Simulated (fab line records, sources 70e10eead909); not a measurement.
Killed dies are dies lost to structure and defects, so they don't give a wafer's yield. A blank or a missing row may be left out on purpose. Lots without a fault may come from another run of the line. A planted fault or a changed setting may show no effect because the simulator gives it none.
fab line records | flow nand_harc
record lots=6 wafers=18 last_day=33
route steps=1302 shown A_M1@1181 END@1302
lots that met no fault: from a run of the same line without faults
start_h: hours from the record's first day to the start of the lot's first wafer shown | wait_h: hours since the lot's step before | " the same as in the row above | L1.1+2: a row that stands for several wafers | - no value, or no start given | * or withheld: withheld | < > ~ a bound
route shown NAME@n: a module of which the file shows steps, and the number in the route of the first | usual: mean/standard deviation of fault-free wafers | same: alike in all rows | chamber/n: place in a boat | sites: the reading at each site | _std_site: their standard deviation | _edge_site: outer sites' mean less inner sites' | radius_mm: how far each site lies from the wafer's centre | mask NAME#n: copy n | behind: the tool/chamber that last shaped the wafer | hold: why the lot was held/for how many hours/how that ended | device: the transistor (n, p or np) that didn't switch | end of line: the same wafers' tests at the end of the route | a step without rows: its recipe alone | killed: dies lost to structure and defects at the first sort, not the wafer's yield | map: a wafer's dies, x killed, . not, _ none there
set.NAME: the setting as run; set.NAME@STEP: as run at that earlier step | model.NAME: the simulator's own value behind a step, which no gauge read
lots at some steps of the route; a table a step, a row a wafer
services: from which hour (start_h, from the record's first day; less than 0 if before it) a tool's chamber was out of use, for how many hours, and why
## steps
# step NHARC_A_M1_INSPECT_11
# usual raw_defect_count=83/43
# columns lot.wafer tool chamber start_h wait_h raw_defect_count
L245.2 defect_inspect-02 - 529.15 0.0 124
L245.4 " - " " 121
L245.6 " - " " 96
L252.1 defect_inspect-02 - 586.30 0.0 155
L252.2 " - " " 138
L252.6 " - " " 159
L251.1 defect_inspect-02 - 594.61 0.0 25
L251.2 " - " " 29
L251.4 " - " " 25
L262.3 defect_inspect-02 - 699.66 0.0 104
L262.5 " - " " 106
L262.6 " - " " 96
L264.1 defect_inspect-01 - 713.16 0.0 57
L264.4 " - " " 74
L264.6 " - " " 67
L267.3 defect_inspect-01 - 750.33 0.0 126
L267.4 " - " " 147
L267.6 " - " " 118
# step NHARC_A_M1_DESCUM_14
# recipe time_s=3 o2_flow_sccm=200 ar_flow_sccm=0 bias_power_w=0 chemistry=O2
# usual drypump_motor_current_A=5.7/0.49 oes_product_au=1.001/0.0079 rf_vpp_V=57.6/0.88 showerhead_plenum_p_Torr=1.90/0.066 throttle_valve_pct=11.312/0.0091
# columns lot.wafer tool chamber start_h wait_h drypump_motor_current_A oes_product_au rf_hours_counter_h rf_vpp_V showerhead_plenum_p_Torr throttle_valve_pct
L245.4 rie_diel-02 2 529.21 0.1 5.2 0.991 3.6 58.6 1.89 11.319
L245.2 " 0 " " 6.4 0.998 3.2 57.8 1.86 11.316
L245.6 " 3 " " 5.8 1.000 - 58.8 1.88 11.305
L252.1 rie_diel-02 2 586.36 0.1 5.3 0.996 0.1 58.1 1.89 11.315
L252.2 " 0 " " 6.3 0.996 0.1 56.7 1.86 11.304
L252.6 " 3 " " 5.9 1.018 - 57.4 1.88 11.301
L251.2 rie_diel-01 2 594.67 0.1 5.2 1.005 2.1 56.9 1.82 11.345
L251.1 " 3 " " 6.5 1.001 2.0 57.7 1.89 11.303
L251.4 " 0 " " 5.5 1.010 1.9 56.7 1.84 11.324
L262.3 rie_diel-02 0 699.74 0.1 6.3 1.000 3.6 57.7 1.86 11.313
L262.5 " 1 " " 5.2 1.007 - 59.2 2.04 11.304
L262.6 " 2 " " 5.2 0.996 - 57.0 1.89 11.321
L264.1 rie_diel-01 2 713.23 0.1 5.2 1.018 7.9 57.4 1.82 11.298
L264.4 " 0 " " 5.5 1.001 7.9 57.4 1.83 11.316
L264.6 " 2 " " 5.2 1.009 - 58.1 1.82 11.314
L267.4 rie_diel-01 0 750.39 0.1 5.4 0.997 0.2 56.6 1.83 11.308
L267.3 " 2 " " 5.2 0.989 0.1 58.3 1.82 11.307
L267.6 " 1 " " 5.8 0.998 - 59.9 1.97 11.308
# step NHARC_A_M1_ETCH_35
# recipe target_depth_a=400 overetch_a=120 time_s=43.94 ion_energy_ev=200 n2_flow_sccm=150 h2_flow_sccm=150 ar_flow_sccm=0 rf_w=400 bias_w=150 chemistry=N2/H2
# step NHARC_A_M1_ETCH_15
# recipe target_depth_a=1825 time_s=91.2 c4f8_flow_sccm=withheld ar_flow_sccm=400 rf_w=600 bias_w=300 chemistry=C4F8/Ar
# usual oes_product_au=0.956/0.021 rf_vpp_V=440.4/2.3
# columns lot.wafer tool chamber start_h wait_h oes_product_au rf_hours_counter_h rf_vpp_V
L245.2 rie_diel-02 1 - - 0.948 3.9 443.8
L245.4 " 2 " " 0.952 3.6 439.7
L245.6 " 1 " " 0.950 - 443.9
L252.2 rie_diel-02 2 - - 0.970 0.2 440.6
L252.1 " 3 " " 0.977 0.2 440.8
L252.6 " 1 " " 0.985 - 444.1
L251.1 rie_diel-01 2 - - 0.962 2.2 438.0
L251.4 " 3 " " 0.968 2.1 441.7
L251.2 " 0 " " 0.971 1.9 438.6
L262.3 rie_diel-02 0 - - 0.925 3.6 439.2
L262.6 " 2 " " 0.930 - 439.7
L262.5 " 3 " " 0.934 - 438.6
L264.1 rie_diel-01 1 - - 0.931 8.8 444.0
L264.4 " 2 " " 0.933 7.9 436.9
L264.6 " 1 " " 0.934 - 443.0
L267.3 rie_diel-01 3 - - 0.965 0.2 441.4
L267.4 " 1 " " 0.957 0.1 443.1
L267.6 " 2 " " 0.963 - 438.2
# step NHARC_A_M1_CD_MEAS_16
# usual cd_nm=120.0/0.61
# columns lot.wafer tool chamber start_h wait_h cd_nm
L245.2 cd_sem-01 - 529.52 - 119.1
L245.4 " - " " 120.4
L245.6 " - " " 119.5
L252.1 cd_sem-02 - 586.66 - 119.4
L252.2 " - " " 119.6
L252.6 " - " " 119.7
L251.1 cd_sem-03 - 594.98 - 119.8
L251.2 " - " " 119.2
L251.4 " - " " 119.5
L262.3 cd_sem-02 - 700.03 - 121.5
L262.5 " - " " 120.5
L262.6 " - " " 121.3
L264.1 cd_sem-01 - 714.02 - 119.8
L264.4 " - " " 119.5
L264.6 " - " " 119.8
L267.3 cd_sem-01 - 750.70 - 118.9
L267.4 " - " " 120.3
L267.6 " - " " 119.6
# step NHARC_A_M1_STRIP_18
# recipe power_w=1000 n2_flow_sccm=150 h2_flow_sccm=150 ar_flow_sccm=0 bias_w=0 chemistry=N2/H2
# step NHARC_A_M1_ETCH_28
# recipe target_depth_a=300 over_etch_frac=0.3 time_s=72.99 ion_energy_ev=150 cf4_flow_sccm=50 n2_flow_sccm=100 ar_flow_sccm=150 rf_w=300 bias_w=100 chemistry=CF4/N2
# usual cf4_flow_sccm=50.00/0.15 drypump_motor_current_A=5.7/0.5 oes_product_au=1.001/0.0074 rf_vpp_V=313.8/1.7 showerhead_plenum_p_Torr=2.60/0.089 throttle_valve_pct=19.792/0.0095
# columns lot.wafer tool chamber start_h wait_h cf4_flow_sccm drypump_motor_current_A oes_product_au rf_hours_counter_h rf_vpp_V showerhead_plenum_p_Torr throttle_valve_pct
L245.4 rie_diel-07 3 - - 49.91 5.8 1.008 2.6 316.4 2.74 19.789
L245.2 " 1 " " 50.32 6.1 1.005 1.8 312.6 2.56 19.790
L245.6 " 3 " " 49.92 5.8 1.008 - 317.0 2.74 19.772
L252.1 rie_diel-07 3 - - 50.09 5.9 1.002 6.0 315.1 2.74 19.783
L252.2 " 0 " " 50.01 6.3 0.998 5.8 311.8 2.49 19.776
L252.6 " 3 " " 50.09 5.8 0.990 - 314.7 2.74 19.782
L251.4 rie_diel-07 2 - - 49.95 5.0 0.993 6.9 313.4 2.62 19.785
L251.1 " 3 " " 50.15 5.8 1.006 6.2 314.4 2.74 19.786
L251.2 " 0 " " 50.21 6.3 0.991 6.0 311.3 2.49 19.791
L262.3 rie_diel-07 3 - - 50.30 5.8 1.011 2.4 318.2 2.74 19.789
L262.6 " 3 " " 50.22 5.8 1.001 - 316.1 2.74 19.788
L262.5 " 0 " " 50.11 6.4 0.993 - 311.5 2.49 19.794
L264.4 rie_diel-02 2 - - 49.74 5.2 1.005 3.7 313.0 2.59 19.799
L264.1 " 1 " " 49.88 5.1 1.000 4.3 316.7 2.79 19.780
L264.6 " 3 " " 49.96 5.8 1.013 - 315.1 2.58 19.779
L267.4 rie_diel-01 1 - - 49.92 5.8 0.997 0.2 313.9 2.69 19.799
L267.3 " 3 " " 49.90 6.4 0.987 0.3 315.1 2.59 19.794
L267.6 " 1 " " 49.99 5.8 0.994 - 316.8 2.69 19.802
# step NHARC_A_M1_STRIP_19
# recipe time_s=600 temp_c=30 chemistry=post_etch_residue_remover
# step NHARC_A_M1_DEGAS_29
# recipe temp_c=250 time_s=60
# usual heater_power_w=367/26
# columns lot.wafer tool chamber start_h wait_h heater_power_w
L245.4 pvd_sputter-02 - 530.23 - 331
L245.2 " - " " 372
L245.6 " - " " 331
L252.2 pvd_sputter-03 - 587.38 - 377
L252.1 " - " " 373
L252.6 " - " " 383
L251.2 pvd_sputter-02 - 595.69 - 364
L251.1 " - " " 332
L251.4 " - " " 360
L262.3 pvd_sputter-01 - 700.75 - 313
L262.5 " - " " 418
L262.6 " - " " 367
L264.1 pvd_sputter-03 - 714.73 - 358
L264.4 " - " " 351
L264.6 " - " " 348
L267.4 pvd_sputter-02 - 751.42 - 383
L267.3 " - " " 301
L267.6 " - " " 364
# step NHARC_A_M1_PRE_CLEAN_30
# recipe time_s=30 temp_c=280 gas=H2/He
# step NHARC_A_M1_PVD_20
# recipe target_thk_a=50 bias_v=168.6 power_w=15000 chamber_pressure_pa=0.12 time_s=8.06 substrate_temp_c=50 material=TaN
# step NHARC_A_M1_PVD_21
# recipe target_thk_a=300 chamber_pressure_pa=5 power_w=5000 substrate_temp_c=30 time_s=20.49 material=Cu
# step NHARC_A_M1_ECD_22
# recipe target_thk_a=4000 bath_temp_c=25 material=Cu
# columns lot.wafer tool chamber start_h wait_h
L245.2+4+6 ecd_cu-01 0 530.63 -
L252.1+2+6 ecd_cu-01 1,0,1 587.74 -
L251.2+1+4 ecd_cu-01 0,1,0 596.14 -
L262.3+6+5 ecd_cu-01 0,0,1 701.20 -
L264.1+4+6 ecd_cu-01 1 715.09 -
L267.3+4+6 ecd_cu-02 1,0,1 751.87 -
# step NHARC_A_M1_ANNEAL_31
# recipe temp_c=225 time_s=90
# usual anneal_temp_c_max=226.05/0.3 wafer_temp_C_max=225.85/0.22
# columns lot.wafer tool chamber start_h wait_h anneal_temp_c_max wafer_temp_C_max
L245.2 rtp_anneal-02 0 531.01 - 225.85 225.52
L245.4 " 0 " " 225.89 225.68
L245.6 " 0 " " 225.80 225.67
L252.1 rtp_anneal-02 0 588.11 - 225.64 226.01
L252.2 " 0 " " 225.57 226.00
L252.6 " 0 " " 226.21 225.83
L251.1 rtp_anneal-02 0 596.51 0.3 225.71 225.82
L251.2 " 0 " " 225.54 226.02
L251.4 " 0 " " 225.62 226.15
L262.3 rtp_anneal-02 0 701.58 0.3 225.75 225.58
L262.5 " 0 " " 225.96 225.53
L262.6 " 0 " " 225.82 225.72
L264.1 rtp_anneal-01 0 715.47 0.3 226.27 226.16
L264.4 " 0 " " 226.24 225.97
L264.6 " 0 " " 226.14 226.15
L267.3 rtp_anneal-01 0 752.25 0.3 226.09 225.63
L267.4 " 0 " " 226.45 226.02
L267.6 " 0 " " 226.27 225.98
# step NHARC_A_M1_CMP_23
# recipe t_overpolish_s=20 target_thk_nm=154.34
# usual motor_current_A=12.0/1.3 time_to_endpoint_s=28.1/2.3
# columns lot.wafer tool chamber start_h wait_h motor_current_A time_to_endpoint_s
L245.2 cmp-02 1 531.36 - 12.0 32.0
L245.4 " 2 " " 10.5 26.7
L245.6 " 3 " " 13.7 29.5
L252.1 cmp-02 2 588.49 - 10.5 31.6
L252.2 " 3 " " 13.5 32.1
L252.6 " 2 " " 10.8 27.6
L251.2 cmp-04 3 596.89 - 10.8 27.3
L251.1 " 0 " " 12.2 28.0
L251.4 " 1 " " 12.5 25.4
L262.3 cmp-01 1 701.85 - 12.1 25.1
L262.6 " 0 " " 10.4 37.5
L262.5 " 1 " " 12.8 35.4
L264.1 cmp-02 3 715.82 - 13.2 30.1
L264.4 " 2 " " 10.2 38.7
L264.6 " 0 " " 11.4 41.3
L267.3 cmp-02 3 752.49 - 14.0 30.1
L267.4 " 1 " " 12.0 28.3
L267.6 " 3 " " 14.2 28.9
# step NHARC_A_M1_THK_MEAS_24
# recipe thk_meas_gauge=xrf
# usual thk_nm=154.1/1.3
# columns lot.wafer tool chamber start_h wait_h thk_nm
L245.2 film_metro-02 - 531.62 - 156.5
L245.4 " - " " 153.8
L245.6 " - " " 155.0
L252.1 film_metro-01 - 588.78 - 154.0
L252.2 " - " " 153.4
L252.6 " - " " 154.3
L251.1 film_metro-02 - 597.18 - 155.3
L251.2 " - " " 154.6
L251.4 " - " " 155.6
L262.3 film_metro-02 - 702.13 - 153.3
L262.5 " - " " 153.5
L262.6 " - " " 154.5
L264.1 film_metro-01 - 716.14 - 154.1
L264.4 " - " " 154.4
L264.6 " - " " 152.6
L267.3 film_metro-02 - 752.80 - 155.3
L267.4 " - " " 154.9
L267.6 " - " " 154.9
# step NHARC_END_SORT_01
# recipe temp_c=25
# usual defect_limited_yield=91/3.4 killed_at_array=54/23 killed_at_other=1.2/1.5 killed_at_periphery=3.9/2.5 killed_dies=59/23 killed_open=3.2/1.7 killed_short=2.4/1.6 sort_bin_2_pct=3.0/1.4 sort_bin_3_pct=0.7/0.45 sort_bin_4_pct=5.0/1.9 sort_n_pass=618/23 sort_rim_yield_pct=92/3.8 sort_yield_pct=91/3.4
# same gross_dies=677 sort_bin_5_pct[%]=0 sort_bin_6_pct[%]=0 sort_bin_7_pct[%]=0 sort_bin_8_pct[%]=0 sort_rim_n_gross=106.00
# columns lot.wafer tool chamber start_h wait_h defect_limited_yield[%] killed_at_array killed_at_other killed_at_periphery killed_dies killed_open killed_short sort_bin_2_pct[%] sort_bin_3_pct[%] sort_bin_4_pct[%] sort_n_pass sort_rim_yield_pct[%] sort_yield_pct[%]
L245.2 prober-01 0 566.42 2.8 86 93 1 2 96 5 4 5.0 1.0 8.1 581 94 86
L245.4 prober-01 0 568.02 3.4 87 81 0 4 85 0 3 5.0 0.9 6.6 592 98 87
L245.6 prober-01 0 569.61 4.0 88 77 1 3 81 4 3 3.2 1.5 7.2 596 97 88
L252.1 prober-02 0 623.09 2.5 85 95 1 5 101 6 2 5.6 1.2 8.1 576 94 85
L252.2 prober-02 0 623.89 2.8 88 73 3 4 80 2 1 4.1 1.3 6.4 597 88 88
L252.6 prober-02 0 627.10 4.0 83 104 3 6 113 3 5 5.8 1.6 9.3 564 89 83
L251.1 prober-02 0 630.91 2.5 94 31 6 2 39 4 8 2.5 0.4 2.8 638 92 94
L251.2 prober-02 0 631.71 2.8 95 27 4 4 35 4 2 1.3 0.4 3.4 642 92 95
L251.4 prober-02 0 633.31 3.4 97 19 1 1 21 2 0 1.5 0 1.6 656 93 97
L262.3 prober-01 0 743.78 3.1 91 56 0 3 59 2 6 4.0 0.6 4.1 618 92 91
L262.5 prober-01 0 745.39 3.7 91 59 0 3 62 3 2 2.8 0.9 5.5 615 88 91
L262.6 prober-01 0 746.19 4.0 93 44 0 6 50 4 1 2.7 0.6 4.1 627 88 93
L264.1 prober-01 0 749.93 2.4 94 38 0 4 42 3 1 1.9 0.4 3.8 635 95 94
L264.4 prober-01 0 752.34 3.4 94 37 0 5 42 2 2 3.0 0.6 2.7 635 92 94
L264.6 prober-01 0 753.95 4.0 92 52 0 4 56 3 2 2.8 0.1 5.3 621 88 92
L267.3 prober-01 0 787.71 3.1 91 56 2 1 59 5 2 3.8 1.0 3.8 618 90 91
L267.4 prober-01 0 788.49 3.4 94 41 0 3 44 1 1 3.0 0.9 2.7 633 87 94
L267.6 prober-01 0 790.06 3.9 92 54 0 3 57 3 5 3.2 0.4 4.7 620 90 92
# killed by level:class
L245.2 A_CHANNEL_HOLE_D1:chamber_film_flake=38 A_CHANNEL_HOLE_D2:chamber_film_flake=33 A_CONTACT:chamber_film_flake=5 A_SGD_CUT:chamber_film_flake=3 A_WL_FILL:chamber_film_flake=3 A_M0:geometric_particle:open=2 A_ONON_D1:geometric_particle:open=1 A_DECK1_JOINT:geometric_particle:open=1
L245.4 A_CHANNEL_HOLE_D2:chamber_film_flake=38 A_CHANNEL_HOLE_D1:chamber_film_flake=30 A_WL_FILL:chamber_film_flake=5 A_CONTACT:chamber_film_flake=3 A_CHANNEL_FILL_D2:chamber_film_flake=2 P_STI:geometric_particle:short=1 A_ONON_D2:geometric_particle:short=1 A_WL_FILL:geometric_particle:short=1
L245.6 A_CHANNEL_HOLE_D2:chamber_film_flake=32 A_CHANNEL_HOLE_D1:chamber_film_flake=28 A_CONTACT:chamber_film_flake=4 A_STAIRCASE:chamber_film_flake=3 A_ONON_D1:geometric_particle:short=2 P_M0:chamber_film_flake=2 A_SGD_CUT:chamber_film_flake=2 A_ONON_D1:geometric_particle:open=1
L252.1 A_CHANNEL_HOLE_D1:chamber_film_flake=28 A_SLIT:chamber_film_flake=26 A_CHANNEL_HOLE_D2:chamber_film_flake=25 A_CONTACT:chamber_film_flake=7 P_GATE:chamber_film_flake=3 P_GATE:geometric_particle:open=1 A_SOURCE_PLATE:geometric_particle:short=1 A_DECK1_JOINT:geometric_particle:open=1
L252.2 A_CHANNEL_HOLE_D1:chamber_film_flake=21 A_CHANNEL_HOLE_D2:chamber_film_flake=20 A_SLIT:chamber_film_flake=18 A_CHANNEL_FILL_D1:chamber_film_flake=4 A_CONTACT:chamber_film_flake=4 P_GATE:chamber_film_flake=3 THIN_TSV:chamber_film_flake=3 A_M1:chamber_film_flake=2
L252.6 A_CHANNEL_HOLE_D2:chamber_film_flake=39 A_CHANNEL_HOLE_D1:chamber_film_flake=28 A_SLIT:chamber_film_flake=24 P_GATE:chamber_film_flake=5 A_CONTACT:chamber_film_flake=5 A_ONON_D1:geometric_particle:short=2 A_CHANNEL_FILL_D2:geometric_particle:short=2 THIN_TSV:chamber_film_flake=2
L251.1 A_CHANNEL_HOLE_D2:chamber_film_flake=8 THIN_TSV:chamber_film_flake=6 A_CHANNEL_HOLE_D1:chamber_film_flake=4 A_CONTACT:chamber_film_flake=3 A_ONON_D2:geometric_particle:short=2 A_CHANNEL_HOLE_D2:geometric_particle:short=2 A_M0:geometric_particle:open=2 P_GATE:geometric_particle:short=1
L251.2 A_CHANNEL_HOLE_D2:chamber_film_flake=12 A_CHANNEL_HOLE_D1:chamber_film_flake=3 A_CHANNEL_FILL_D1:chamber_film_flake=3 A_CONTACT:chamber_film_flake=3 THIN_TSV:chamber_film_flake=3 A_SLIT:chamber_film_flake=2 P_STI:geometric_particle:open=1 P_CONTACT:geometric_particle:short=1
L251.4 A_CHANNEL_HOLE_D2:chamber_film_flake=9 A_CHANNEL_HOLE_D1:chamber_film_flake=2 A_WL_FILL:chamber_film_flake=2 A_SOURCE_PLATE:geometric_particle:open=1 A_CHANNEL_FILL_D2:geometric_particle:open=1 P_STI:chamber_film_flake=1 A_DECK1_JOINT:chamber_film_flake=1 A_STAIRCASE:chamber_film_flake=1
L262.3 A_SLIT:chamber_film_flake=19 A_CHANNEL_HOLE_D2:chamber_film_flake=17 A_CHANNEL_HOLE_D1:chamber_film_flake=4 A_DECK1_JOINT:geometric_particle:short=3 P_M0:chamber_film_flake=3 A_STAIRCASE:chamber_film_flake=3 A_CONTACT:chamber_film_flake=3 A_WL_FILL:chamber_film_flake=2
L262.5 A_SLIT:chamber_film_flake=24 A_CHANNEL_HOLE_D2:chamber_film_flake=12 A_CHANNEL_HOLE_D1:chamber_film_flake=10 A_CONTACT:chamber_film_flake=5 A_M0:geometric_particle:open=2 P_M2:chamber_film_flake=2 A_STAIRCASE:chamber_film_flake=2 A_SOURCE_PLATE:geometric_particle:short=1
L262.6 A_CHANNEL_HOLE_D2:chamber_film_flake=13 A_CHANNEL_HOLE_D1:chamber_film_flake=11 A_SLIT:chamber_film_flake=10 P_M2:chamber_film_flake=3 A_M0:geometric_particle:open=2 P_M0:chamber_film_flake=2 P_M1:geometric_particle:open=1 A_CHANNEL_FILL_D2:geometric_particle:open=1
L264.1 A_SLIT:chamber_film_flake=16 A_CHANNEL_HOLE_D1:chamber_film_flake=11 A_CONTACT:chamber_film_flake=7 P_M0:geometric_particle:short=1 A_WL_FILL:geometric_particle:open=1 A_CONTACT:geometric_particle:open=1 A_BLC:geometric_particle:open=1 P_ZERO_WELL:chamber_film_flake=1
L264.4 A_SLIT:chamber_film_flake=19 A_CHANNEL_HOLE_D1:chamber_film_flake=6 A_CONTACT:chamber_film_flake=6 P_STI:chamber_film_flake=3 P_GATE:chamber_film_flake=2 A_CHANNEL_HOLE_D1:geometric_particle:short=1 A_DECK1_JOINT:geometric_particle:open=1 A_STAIRCASE:chamber_film_flake=1
L264.6 A_SLIT:chamber_film_flake=24 A_CHANNEL_HOLE_D1:chamber_film_flake=14 A_CHANNEL_HOLE_D2:chamber_film_flake=4 A_CONTACT:chamber_film_flake=3 P_GATE:chamber_film_flake=2 P_M0:geometric_particle:short=1 A_CHANNEL_FILL_D1:geometric_particle:open=1 A_CONTACT:geometric_particle:short=1
L267.3 A_CHANNEL_HOLE_D2:chamber_film_flake=21 A_SLIT:chamber_film_flake=15 A_CHANNEL_HOLE_D1:chamber_film_flake=9 A_CONTACT:chamber_film_flake=5 A_ONON_D1:geometric_particle:open=1 A_CHANNEL_HOLE_D1:geometric_particle:open=1 A_DECK1_JOINT:geometric_particle:short=1 A_CHANNEL_FILL_D2:geometric_particle:open=1
L267.4 A_SLIT:chamber_film_flake=15 A_CHANNEL_HOLE_D2:chamber_film_flake=11 A_CONTACT:chamber_film_flake=7 A_CHANNEL_HOLE_D1:chamber_film_flake=4 P_GATE:chamber_film_flake=2 A_M1:chamber_film_flake=2 P_CONTACT:geometric_particle:open=1 A_WL_FILL:geometric_particle:short=1
L267.6 A_SLIT:chamber_film_flake=15 A_CHANNEL_HOLE_D1:chamber_film_flake=15 A_CHANNEL_HOLE_D2:chamber_film_flake=12 P_GATE:chamber_film_flake=2 A_CONTACT:chamber_film_flake=2 P_GATE:geometric_particle:short=1 A_ONON_D1:geometric_particle:short=1 A_CHANNEL_FILL_D1:geometric_particle:short=1
## services
# columns tool chamber start_h hours kind
rie_diel-01 2 510.22 2.7 repair
ecd_cu-01 - 512.00 8.0 pm
cmp-02 - 526.50 4.0 pm
rie_diel-01 - 557.80 9.0 pm
rie_diel-07 1 564.32 15.5 repair
rie_diel-02 - 570.74 9.0 pm
rie_diel-07 1 614.71 5.5 repair
cmp-02 - 617.47 0.8 repair
rie_diel-02 3 620.46 6.7 repair
rie_diel-01 3 624.05 5.0 repair
cmp-02 - 624.51 4.0 pm
rie_diel-01 1 625.60 4.1 repair
rie_diel-07 - 648.20 9.0 pm
rie_diel-01 0 652.84 15.8 repair
cmp-02 - 653.37 2.1 repair
rie_diel-02 2 687.50 4.1 repair
ecd_cu-01 - 688.00 8.0 pm
rie_diel-07 3 709.68 1.7 repair
cmp-02 - 722.51 4.0 pm
rie_diel-02 2 730.79 4.7 repair
rie_diel-01 - 734.80 9.0 pm
rie_diel-07 3 736.24 5.4 repair
rie_diel-01 - 745.47 1.7 repair
rie_diel-02 - 747.74 9.0 pm
## key
first_sign step=NHARC_A_M1_CMP_23 reading=time_to_endpoint_s direction=up sigmas=4.4 usual=* struck=*
effect none on later readings
met_at NHARC_A_M1_ECD_22
struck_wafers L262.5,L262.6,L264.4,L264.6
onset_between 596.14 701.20
fault kind=process_parameter_drift tool=ecd_cu-01 chamber=- onset_h=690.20 steps=NHARC_A_M1_ECD_22 channel=target_thk_a offset=* shape=step end_h=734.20 scope=struck_wafers_only acts_in=* stated=*
